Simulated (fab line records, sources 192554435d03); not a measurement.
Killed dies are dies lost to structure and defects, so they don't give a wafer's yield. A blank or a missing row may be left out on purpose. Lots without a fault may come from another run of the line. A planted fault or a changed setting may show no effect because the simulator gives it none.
A struck lot beside a sound one | flow n5_finfet | 14 steps out of a route of 1938
Sound: wafers L640.1, L640.2, L640.6. Struck: wafers L628.3, L628.4, L628.5. The cause comes at the end.
At each step with rows: each side's tool, then ch and its chambers, then its first start. Under that, the readings that differ: sound wafers | struck wafers | difference of the means | sigmas: that difference in standard deviations of wafers without a fault.
alike: readings whose means differ by less than 2 such deviations, and words and numbers that are the same on both sides. not compared: withheld readings, readings that some wafer has no value for, bounds like >300 that may hide the same value, and numbers for which the record gives no deviation and whose values overlap.
The two part at a step that has a row with sigmas, a row that says differs or no value, or rows on one side only. Numbers that don't overlap but have no deviation are shown without sigmas and don't part them. A reading that every wafer of one side lacks parts them only if that side has two wafers or more.

first, 3 steps without rows for these wafers: N5_BEOL_M9_EXPOSE_25 (exposes mask V8); N5_BEOL_M9_PEB_26 (peb time 60 s); N5_BEOL_M9_DEVELOP_27 (develop time 30 s).
N5_BEOL_M9_CD_MEAS_28: target cd 70 nm.
  sound on cd_sem-03 ch 0, day 18 10:12; struck on cd_sem-03 ch 0, day 16 11:50
  alike: cd_nm
N5_BEOL_M9_OVL_MEAS_29:
  sound on overlay-01 ch 0, day 18 10:14; struck on overlay-02 ch 0, day 16 11:53
  alike: V8_OVL
N5_BEOL_M9_INSPECT_30: inspects for defects (brightfield).
  sound on defect_inspect-02, day 18 10:17; struck on defect_inspect-02, day 16 11:56
  alike: raw_defect_count
N5_BEOL_M9_DESCUM_33: chemistry O2, time 7 s.
  sound on rie_diel-06 ch 0,1,3, day 18 10:19; struck on rie_diel-01 ch 0,2,3, day 16 11:58
  alike: drypump_motor_current_A, oes_product_au, rf_vpp_V, showerhead_plenum_p_Torr, throttle_valve_pct
  not compared: rf_hours_counter_h
N5_BEOL_M9_ETCH_76: etches underlayer in N2/H2, target depth 6.5 nm, time 5.2 s.
  sound on rie_diel-06 ch 0,1,3, day 18 10:21; struck on rie_diel-01 ch 0,2,3, day 16 12:00
  alike: drypump_motor_current_A, etch_rf_on_time_s, oes_product_au, rf_fwd_power_W, rf_vpp_V, showerhead_plenum_p_Torr, throttle_valve_pct
  not compared: rf_hours_counter_h
N5_BEOL_M9_ETCH_65: etches SiARC in CF4, target depth 15.6 nm, time 26 s.
  sound on rie_diel-06 ch 0,1,3, day 18 10:22; struck on rie_diel-01 ch 0,2,3, day 16 12:01
  alike: drypump_motor_current_A, etch_rf_on_time_s, oes_product_au, rf_fwd_power_W, rf_vpp_V, showerhead_plenum_p_Torr, throttle_valve_pct
  not compared: rf_hours_counter_h
N5_BEOL_M9_ETCH_66: etches SOC in N2/H2, target depth 80 nm, overetch 16 nm, time 120 s.
  sound on rie_diel-06 ch 0,1,3, day 18 10:24; struck on rie_diel-01 ch 0,2,3, day 16 12:02
  alike: drypump_motor_current_A, oes_product_au, rf_fwd_power_W, rf_vpp_V, showerhead_plenum_p_Torr, throttle_valve_pct
  not compared: rf_hours_counter_h
then, 2 steps without rows for these wafers: N5_BEOL_M9_STRIP_69 (strips in N2/H2); N5_BEOL_M9_STRIP_77 (strips in N2/H2).
N5_BEOL_M9_VIA_ETCH_34: etches SiCOH lowk in C4F6/O2, target depth 182.4 nm, time 68.4 s.
  sound on rie_diel-06 ch 0,1,3, day 18 10:30; struck on rie_diel-01 ch 0,2,3, day 16 12:08
  reading                                  | sound             | struck            | difference | sigmas
  oes_f_703_au (a.u.)                      | 0.73 0.87 0.89    | 0.58 0.62 0.55    | -0.25      | -4
  oes_o_777_au (a.u.)                      | 0.73 0.87 0.89    | 0.62 0.64 0.57    | -0.22      | -4
  rf_fwd_power_W (W)                       | 342.6 341.1 341.3 | 257.1 259.5 259.3 | -83.0      | -64
  rf_vpp_V (V)                             | 669 653 665       | 757 749 772       | +97        | +13
  model.etch.depth_nm (nm)                 | 180.1 182.4 184.2 | 167.7 167.8 164.2 | -15.7      |
  model.SOC_of_BEOL_M9_COAT_63.thk_nm (nm) | 51.2 51.2 51      | 52 51.8 51.8      | +1         |
  alike: drypump_motor_current_A, oes_product_au, showerhead_plenum_p_Torr, throttle_valve_pct
  not compared: rf_hours_counter_h
then, 1 step without rows for these wafers: N5_BEOL_M9_STRIP_73 (strips in C4F6/O2).

WHERE THEY PART
Only at N5_BEOL_M9_VIA_ETCH_34, within this record.

WHY: what the simulator had put in
Process parameter drift: rie_diel-01, from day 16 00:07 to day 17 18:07, at N5_BEOL_M9_VIA_ETCH_34. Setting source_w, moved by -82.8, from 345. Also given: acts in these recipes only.
